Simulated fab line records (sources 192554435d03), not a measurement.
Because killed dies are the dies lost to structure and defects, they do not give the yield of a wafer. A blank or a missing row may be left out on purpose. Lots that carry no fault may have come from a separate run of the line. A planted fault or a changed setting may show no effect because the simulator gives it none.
What tool caused it? ; flow n5-finfet ; 12 lots with 36 wafers sampled at 5 steps, on a route of 1938 steps

## WHAT THE GAUGES READ, wafer by wafer
N5_BEOL_M6_CD_MEAS_18: pitch 80 nm, target cd 40 nm.
lot;measured;on;cd-nm (nm)
L078;day 10 16:35;cd-sem-01;40.1 39.6 40.2
L077;day 11 05:39;cd-sem-02;41.2 40.4 41.1
L080;day 11 09:33;cd-sem-03;40.5 40.0 40.0
L081;day 12 05:54;cd-sem-02;40.9 40.3 40.3
L083;day 12 11:25;cd-sem-02;40.3 39.6 39.6
L084;day 13 13:00;cd-sem-01;40.4 40.6 40.1
L087;day 13 17:23;cd-sem-01;39.6 40.1 39.7
L089;day 14 13:28;cd-sem-03;39.9 39.2 39.3
L090;day 14 19:10;cd-sem-02;39.6 38.8 39.5
L094;day 15 00:05;cd-sem-03;40.1 40.4 40.1
L095;day 16 07:40;cd-sem-03;39.8 40.9 40.1
L097;day 17 13:01;cd-sem-02;39.9 39.9 39.4

## TOOL THAT RAN EACH LOT (tool first, then ch and the chambers of the sampled wafers, then the start)
lot;N5_BEOL_M5_SPUTTER_48;N5_BEOL_M5_SPUTTER_83;N5_BEOL_M5_CO_CAP_78;N5_BEOL_M6_STRIP_67
L078;pvd-sputter-01, day 10 08:38;pvd-sputter-01, day 10 10:48;cvd-co-02 ch 1,2, day 10 13:52;rie-diel-02 ch 0,1,3, day 10 16:14
L077;pvd-sputter-03, day 10 19:18;pvd-sputter-03, day 10 21:28;cvd-co-01 ch 1,2, day 11 00:31;rie-diel-03 ch 0,2,3, day 11 05:23
L080;pvd-sputter-02, day 11 00:29;pvd-sputter-02, day 11 02:40;cvd-co-02 ch 0,2, day 11 05:43;rie-diel-02 ch 0,2,3, day 11 09:16
L081;pvd-sputter-03, day 11 21:31;pvd-sputter-03, day 11 23:41;cvd-co-02 ch 0,1, day 12 02:44;rie-diel-03 ch 1,2, day 12 05:40
L083;pvd-sputter-03, day 12 02:18;pvd-sputter-03, day 12 04:29;cvd-co-01 ch 0,1, day 12 07:43;rie-diel-02 ch 1,2, day 12 11:08
L084;pvd-sputter-01, day 13 04:26;pvd-sputter-01, day 13 06:36;cvd-co-02 ch 0,1,2, day 13 09:39;rie-diel-03 ch 2,3, day 13 12:46
L087;pvd-sputter-02, day 13 09:26;pvd-sputter-02, day 13 11:37;cvd-co-02 ch 0,2, day 13 14:55;rie-diel-06 ch 1,3, day 13 17:10
L089;pvd-sputter-03, day 14 01:40;pvd-sputter-03, day 14 03:50;cvd-co-02 ch 0,1,2, day 14 06:53;rie-diel-06 ch 0,2,3, day 14 13:14
L090;pvd-sputter-03, day 14 10:52;pvd-sputter-03, day 14 13:02;cvd-co-02 ch 0,1,2, day 14 16:05;rie-diel-03 ch 0,2,3, day 14 18:56
L094;pvd-sputter-01, day 14 16:43;pvd-sputter-01, day 14 18:54;cvd-co-01 ch 0,2, day 14 21:58;rie-diel-03 ch 0,1,2, day 14 23:46
L095;pvd-sputter-02, day 16 00:16;pvd-sputter-02, day 16 02:26;cvd-co-01 ch 0,1,2, day 16 05:29;rie-diel-02 ch 0,1,2, day 16 07:26
L097;pvd-sputter-02, day 17 05:08;pvd-sputter-02, day 17 07:19;cvd-co-02 ch 0,2, day 17 10:22;rie-diel-06 ch 1,3, day 17 12:46
- N5_BEOL_M5_SPUTTER_48: material Cu, target thk 15 nm, time 27.62 s.
- N5_BEOL_M5_SPUTTER_83: material Cu, target thk 15 nm, time 27.62 s.
- N5_BEOL_M5_CO_CAP_78: material Co, precursor CCTBA/H2, target thk 2 nm, time 102.1 s.
- N5_BEOL_M6_STRIP_67: strips in CF4.

## THE ANSWER, worked out from the rows above alone
Rule: the lots themselves supply what counts as usual. Put in order of their means at a reading, lots are off if they are a third of the lots or fewer, leave a main group of 4 or more, and stand apart from it by a gap of 3 or more times the standard deviation of the main group's means; of several such gaps the widest counts. If all means in a main group match to the digits the tables above print for the reading, that group is not used. Also off: a lot with no number at a reading for which 4 or more lots have one. Where the step has rows for the other lots, those lots are counted as sound.
No lot is off at any reading shown: from this, nothing can be told.

## WHAT WAS PUT IN BY THE SIMULATOR
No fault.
